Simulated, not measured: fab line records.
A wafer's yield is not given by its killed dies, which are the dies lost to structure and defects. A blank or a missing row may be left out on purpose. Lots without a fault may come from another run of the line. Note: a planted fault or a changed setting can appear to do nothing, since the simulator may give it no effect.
Which of the tools did it? ; flow nand_harc ; 72 wafers from 24 lots sampled at 2 of the route's 1159 steps

## WHAT THE GAUGES READ, wafer by wafer
NHARC_P_M2_CD_MEAS_16.
lot;measured;on;cd_nm (nm)
L074;day 7 01:10;cd_sem-02;170.5 169.6 170.8
L076;day 7 01:49;cd_sem-02;169.5 170.3 170.4
L075;day 7 02:21;cd_sem-01;171.6 170.7 172.1
L077;day 7 02:39;cd_sem-01;172.1 170.4 171.3
L078;day 7 08:19;cd_sem-01;170.9 171.2 169.7
L079;day 7 12:43;cd_sem-03;169.3 170.9 169.6
L080;day 7 17:44;cd_sem-02;170.1 168.5 169.0
L081;day 7 19:04;cd_sem-02;170.1 170.3 170.7
L082;day 8 13:37;cd_sem-01;170.6 171.7 170.8
L084;day 8 19:10;cd_sem-02;170.5 169.1 170.2
L083;day 9 03:07;cd_sem-03;171.6 169.8 170.4
L085;day 9 10:32;cd_sem-02;171.3 170.0 170.9
L088;day 9 11:03;cd_sem-03;169.7 169.9 171.0
L086;day 9 11:35;cd_sem-03;171.0 170.1 171.9
L087;day 10 00:23;cd_sem-01;170.0 169.4 170.3
L089;day 10 05:30;cd_sem-02;170.9 171.5 170.3
L090;day 10 07:23;cd_sem-01;169.8 170.9 170.5
L091;day 10 17:35;cd_sem-01;170.2 170.4 170.5
L092;day 10 18:12;cd_sem-03;170.7 168.5 170.1
L093;day 11 01:43;cd_sem-01;170.9 169.1 171.4
L094;day 11 02:07;cd_sem-01;170.2 170.5 169.3
L095;day 11 19:46;cd_sem-01;169.9 169.7 169.6
L096;day 11 20:11;cd_sem-01;171.1 169.1 169.8
L097;day 12 03:10;cd_sem-01;170.4 168.9 169.9

NHARC_A_CHANNEL_HOLE_D1_CD_MEAS_18.
lot;measured;on;cd_nm (nm)
L074;day 9 03:29;cd_sem-02;99.6 101.4 100.2
L076;day 9 01:47;cd_sem-03;96.3 97.3 95.4
L075;day 9 03:43;cd_sem-01;102.1 102.4 101.3
L077;day 9 03:55;cd_sem-03;95.9 98.3 95.5
L078;day 9 09:33;cd_sem-02;105.2 98.6 102.1
L079;day 9 11:52;cd_sem-02;98.9 94.0 98.3
L080;day 9 18:16;cd_sem-02;101.1 97.6 98.3
L081;day 9 17:25;cd_sem-03;98.2 100.6 98.1
L082;day 11 00:28;cd_sem-01;102.9 97.5 102.3
L084;day 11 01:04;cd_sem-02;96.4 96.0 93.5
L083;day 11 04:08;cd_sem-03;98.5 97.7 100.3
L085;day 11 11:22;cd_sem-02;97.6 98.1 99.4
L088;day 11 10:13;cd_sem-01;96.5 96.0 95.7
L086;day 11 10:05;cd_sem-02;102.6 103.4 103.4
L087;day 12 03:37;cd_sem-02;100.5 102.4 96.8
L089;day 12 03:54;cd_sem-02;98.4 97.5 97.8
L090;day 12 13:44;cd_sem-01;91.8 96.8 101.1
L091;day 12 22:59;cd_sem-02;104.4 102.6 98.3
L092;day 12 23:51;cd_sem-01;99.2 99.4 97.0
L093;day 13 05:55;cd_sem-01;95.4 96.1 90.1
L094;day 13 06:23;cd_sem-02;95.2 95.7 93.0
L095;day 13 20:28;cd_sem-02;97.5 99.7 98.7
L096;day 13 20:43;cd_sem-01;98.3 98.5 100.4
L097;day 14 01:59;cd_sem-02;93.6 98.6 96.2

## WHAT TOOL EACH LOT RAN ON (gives the tool, then ch and the chambers of the sampled wafers, and finally the start)
The record holds no process step before these readings.

## WHAT THE TOOLS THEMSELVES READ (means of the sampled wafers that have a number; where no wafer has one, the mark that the record gives instead)
The record holds no such reading with a usual standard deviation.

## THE ANSWER, worked out from the rows above alone
Rule: the lots themselves supply what counts as usual. Put in order of their means at a reading, lots are off if they are a third of the lots or fewer, leave a main group of 4 or more, and stand apart from it by a gap of 3 or more times the standard deviation of the main group's means; of several such gaps the widest counts. If all means in a main group match to the digits the tables above print for the reading, that group is not used. Also off: a lot with no number at a reading for which 4 or more lots have one. Any other lot the step has rows for is counted as sound. Order of review: gauges by route order, followed by the tools' own readings, for which a lot's mean as printed above is used. At the first step where some lot is off, the reading lying furthest off is the one used; lots without a number count as furthest.
None of the lots is off at any reading shown; this tells nothing.

## WHAT THE SIMULATOR HAD INSERTED
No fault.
